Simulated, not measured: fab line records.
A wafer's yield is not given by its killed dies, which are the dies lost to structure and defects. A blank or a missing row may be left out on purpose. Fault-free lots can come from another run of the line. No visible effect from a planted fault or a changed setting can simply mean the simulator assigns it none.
Chamber matching | flow nand_harc | 3 sister chambers for NHARC_A_STAIRCASE_DEP_471 on pecvd-03
The step deposits SiO2, target thk 100 nm. 22 wafers are shown with their chamber, then 11 later ones without.

## EACH WAFER AND ITS CHAMBER
wafer  | chamber | throttle_valve_pct (%) | heater_power_w (W)
L075.4 | 1       | 15.9                   | 468
L075.5 | 2       | 16.1                   | 541
L075.6 | 0       | 15.5                   | 539
L074.1 | 1       | 16.0                   | 398
L074.2 | 0       | 15.3                   | 469
L074.4 | 2       | 15.9                   | 469
L079.2 | 1       | 15.9                   | 435
L079.4 | 2       | 16.4                   | 489
L079.6 | 1       | 15.9                   | 424
L080.4 | 2       | 16.3                   | 534
L080.5 | 0       | 15.5                   | 587
L080.6 | 1       | 16.0                   | 474
L085.3 | 2       | 16.3                   | 552
L085.5 | 0       | 15.5                   | 434
L085.6 | 2       | 16.3                   | 556
L084.2 | 2       | 16.5                   | 563
L084.4 | 2       | 16.5                   | 566
L084.6 | 0       | 15.2                   | 543
L088.2 | 1       | 15.8                   | 478
L088.5 | 0       | 15.1                   | 418
L088.6 | 2       | 16.6                   | 507
L089.1 | 2       | 16.8                   | 535

SIGNATURES (averages over the wafers above)
reading            | chamber 0 | chamber 1 | chamber 2 | scatter within a chamber
throttle_valve_pct | 15.350    | 15.917    | 16.370    | 0.201
heater_power_w     | 498.33    | 446.17    | 531.20    | 44.6
Rule: for a wafer and a chamber, the distance is found by dividing, reading by reading, the gap between the wafer's reading and the chamber's mean by the reading's scatter, squaring, summing and taking the root. If the next closest chamber is less than 2 further off than the closest, the wafer can't be placed; otherwise it belongs to the closest. How the scatter is found: for the shown wafers, subtract from each reading the mean of its chamber, square and add these, divide the total by (wafers less chambers), then take the root.

## WAFERS WITH NO CHAMBER GIVEN
wafer  | throttle_valve_pct (%) | heater_power_w (W)
L089.2 | 16.0                   | 519
L089.4 | 16.4                   | 538
L094.3 | 15.4                   | 516
L094.5 | 16.8                   | 549
L094.6 | 15.9                   | 470
L096.1 | 16.1                   | 525
L096.2 | 16.6                   | 462
L096.6 | 15.1                   | 552
L097.3 | 15.5                   | 575
L097.4 | 16.0                   | 506
L097.5 | 15.5                   | 560

## CHAMBER TAKEN BY EACH
wafer  | from the rows above          | in truth
L089.2 | can't be placed: 1 or 2 or 0 | 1
L089.4 | 2                            | 2
L094.3 | 0                            | 0
L094.5 | 2                            | 2
L094.6 | 1                            | 1
L096.1 | can't be placed: 2 or 1      | 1
L096.2 | can't be placed: 2 or 1      | 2
L096.6 | 0                            | 0
L097.3 | can't be placed: 0 or 1      | 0
L097.4 | can't be placed: 1 or 2 or 0 | 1
L097.5 | can't be placed: 0 or 1      | 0
Correct placement for 5 of the 11. Cannot be placed on the basis of these rows: 6; the candidates contain the true chamber in 6. Number placed wrongly: 0.
